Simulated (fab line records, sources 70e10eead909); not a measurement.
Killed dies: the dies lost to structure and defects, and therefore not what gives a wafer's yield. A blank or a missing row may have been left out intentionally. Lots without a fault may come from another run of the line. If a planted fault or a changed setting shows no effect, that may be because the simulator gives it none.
Which of the tools did it? -- flow nand harc -- 12 lots, 36 wafers sampled, at 6 steps of a route of 1302

WHAT THE GAUGES READ, wafer by wafer
NHARC_A_BONDPAD_CD_MEAS_13.
lot,measured,on,cd nm (nm)
L184,day 23 00:46,cd sem-02,502.0 501.3 499.4
L183,day 23 02:07,cd sem-01,503.3 501.1 502.0
L185,day 23 16:26,cd sem-01,497.6 497.9 496.0
L187,day 24 18:20,cd sem-01,499.3 496.9 498.1
L195,day 27 21:39,cd sem-02,500.5 497.5 498.4
L194,day 28 03:25,cd sem-01,494.7 498.0 497.4
L199,day 29 11:42,cd sem-01,496.8 495.2 496.9
L198,day 29 13:07,cd sem-01,499.2 499.9 499.1
L200,day 29 23:08,cd sem-01,496.3 498.7 499.3
L197,day 30 05:17,cd sem-03,502.1 499.9 501.9
L202,day 32 01:22,cd sem-03,497.3 498.9 497.1
L205,day 32 03:23,cd sem-02,499.8 498.3 497.0

NHARC_THIN_TSV_THK_MEAS_02: measures by ir.
lot,measured,on,thk nm (nm)
L184,day 23 13:18,film metro-01,3332 3091 3173
L183,day 23 15:43,film metro-02,2742 3060 2692
L185,day 24 06:22,film metro-02,2681 2891 2596
L187,day 25 07:59,film metro-01,3216 3413 3525
L195,day 28 11:31,film metro-02,6207 6280 6414
L194,day 28 16:58,film metro-02,5912 5893 5953
L199,day 30 01:04,film metro-02,2846 2763 2591
L198,day 30 02:15,film metro-02,3045 3143 2850
L200,day 30 12:34,film metro-02,2887 3056 3085
L197,day 30 20:22,film metro-02,2799 3002 2777
L202,day 32 15:12,film metro-02,3323 2540 2600
L205,day 32 16:23,film metro-02,2977 2997 2818

NHARC_END_SORT_01.
lot,measured,on,defect limited yield (%),killed at array,killed at other,killed at periphery,killed dies,killed open,killed short
L195,day 29 02:34,prober-01,0 0 0,47 41 50,629 634 626,1 2 1,677 677 677,5 2 1,3 2 5
L194,day 29 11:07,prober-01,0 0 0,61 55 64,614 618 612,2 4 1,677 677 677,1 0 1,3 3 2

EACH LOT AND THE TOOL THAT RAN IT (in order: tool; ch and the chambers of the sampled wafers; start)
lot,NHARC_A_BONDPAD_STRIP_15,NHARC_A_BONDPAD_DEGAS_25,NHARC_THIN_TSV_CMP_01
L184,"rie diel-11 ch 1,2, day 23 00:52","pvd sputter-02, day 23 01:24","cmp-04 ch 2,3, day 23 13:04"
L183,"rie diel-07 ch 0,1,2, day 23 02:12","pvd sputter-01, day 23 02:46","cmp-01 ch 0,3, day 23 15:27"
L185,"rie diel-07 ch 0,1,3, day 23 16:31","pvd sputter-01, day 23 17:06","cmp-01 ch 0,1,3, day 24 06:06"
L187,"rie diel-11 ch 0,1,3, day 24 18:25","pvd sputter-02, day 24 18:57","cmp-01 ch 0,2, day 25 07:44"
L195,"rie diel-07 ch 0,1,3, day 27 21:43","pvd sputter-02, day 27 22:19","cmp-01 ch 1,2, day 28 11:17"
L194,"rie diel-01 ch 0,1,2, day 28 03:29","pvd sputter-03, day 28 04:05","cmp-01 ch 0,1,3, day 28 16:43"
L199,"rie diel-07 ch 0,1,2, day 29 11:48","pvd sputter-01, day 29 12:19","cmp-04 ch 0,2, day 30 00:48"
L198,"rie diel-07 ch 2,3, day 29 13:11","pvd sputter-03, day 29 13:44","cmp-04 ch 0,1,3, day 30 02:01"
L200,"rie diel-01 ch 0,1,3, day 29 23:13","pvd sputter-01, day 29 23:46","cmp-04 ch 1,2,3, day 30 12:19"
L197,"rie diel-01 ch 0,1,2, day 30 05:22","pvd sputter-01, day 30 05:55","cmp-03 ch 0,3, day 30 20:08"
L202,"rie diel-11 ch 2,3, day 32 01:27","pvd sputter-03, day 32 01:59","cmp-01 ch 0,2,3, day 32 15:01"
L205,"rie diel-07 ch 1,2, day 32 03:31","pvd sputter-02, day 32 04:04","cmp-01 ch 0,1,3, day 32 16:12"
- NHARC_A_BONDPAD_STRIP_15: strips in O2.
- NHARC_A_BONDPAD_DEGAS_25: time 60 s.
- NHARC_THIN_TSV_CMP_01: polishes.

AS READ BY THE TOOLS THEMSELVES (means over the sampled wafers that have a number; for cases with no such wafer, the mark the record gives instead)
NHARC_A_BONDPAD_STRIP_15.
lot,tool,drypump motor current A (A),oes product au (a.u.),rf vpp V (V),showerhead plenum p Torr (Torr),throttle valve pct (%)
L184,rie diel-11,5.6,0.995,56.7,3.33,17.042
L183,rie diel-07,6.1,1.005,59.0,3.56,17.039
L185,rie diel-07,6.0,1.004,57.5,3.48,17.036
L187,rie diel-11,5.8,0.988,56.9,3.53,17.042
L195,rie diel-07,6.0,0.999,57.9,3.48,17.034
L194,rie diel-01,5.4,1.011,57.5,3.55,17.040
L199,rie diel-07,6.0,1.005,58.4,3.55,17.039
L198,rie diel-07,6.0,1.013,58.0,3.61,17.046
L200,rie diel-01,5.8,1.007,57.8,3.49,17.044
L197,rie diel-01,5.3,1.015,57.7,3.55,17.033
L202,rie diel-11,5.4,1.012,57.7,3.74,17.032
L205,rie diel-07,6.2,0.994,58.7,3.67,17.039

NHARC_A_BONDPAD_DEGAS_25.
lot,tool,heater power w (W)
L184,pvd sputter-02,439
L183,pvd sputter-01,465
L185,pvd sputter-01,464
L187,pvd sputter-02,502
L195,pvd sputter-02,493
L194,pvd sputter-03,479
L199,pvd sputter-01,500
L198,pvd sputter-03,464
L200,pvd sputter-01,459
L197,pvd sputter-01,470
L202,pvd sputter-03,487
L205,pvd sputter-02,501

NHARC_THIN_TSV_CMP_01.
lot,tool,edge zone pressure frac,motor current A (A)
L184,cmp-04,0.999,11.0
L183,cmp-01,1.001,11.1
L185,cmp-01,0.999,11.8
L187,cmp-01,1.000,11.0
L195,cmp-01,-,-
L194,cmp-01,-,-
L199,cmp-04,1.005,11.6
L198,cmp-04,1.000,10.9
L200,cmp-04,0.992,11.4
L197,cmp-03,1.001,11.5
L202,cmp-01,1.002,11.1
L205,cmp-01,0.997,11.8

THE ANSWER, worked out from the rows above alone
Rule: usual is defined by the lots themselves. The widest of any qualifying gaps counts: lots, ordered by their means at a reading, are off when they make up no more than a third of the lots, leave a main group of 4 or more, and stand apart from it by 3 or more times the standard deviation of that group's means. Not used: any main group whose means are identical at the precision the tables above print for the reading. Also off: a lot with no number at a reading for which 4 or more lots have one. Where the step has rows for the other lots, those lots are counted as sound. The gauges are gone through in route order, then the tools' own readings, and for those a lot's mean is taken as printed above. At the first step where some lot is off, the reading lying furthest off is the one used; lots without a number count as furthest.
Off: L195, L194, at NHARC_THIN_TSV_THK_MEAS_02 (thk nm). The main group has a mean of 2950 nm with a standard deviation of 2e+02.
If a tool, at a process step before that reading, ran all the lots that are off and no sound lot after the first of them, it fits. The gauges at NHARC_THIN_TSV_THK_MEAS_02 aren't tried: what is off there is off at NHARC_THIN_TSV_CMP_01 too, on other tools, and a gauge's error can't cause that. None of those tried fits.

WHAT WAS PUT IN BY THE SIMULATOR
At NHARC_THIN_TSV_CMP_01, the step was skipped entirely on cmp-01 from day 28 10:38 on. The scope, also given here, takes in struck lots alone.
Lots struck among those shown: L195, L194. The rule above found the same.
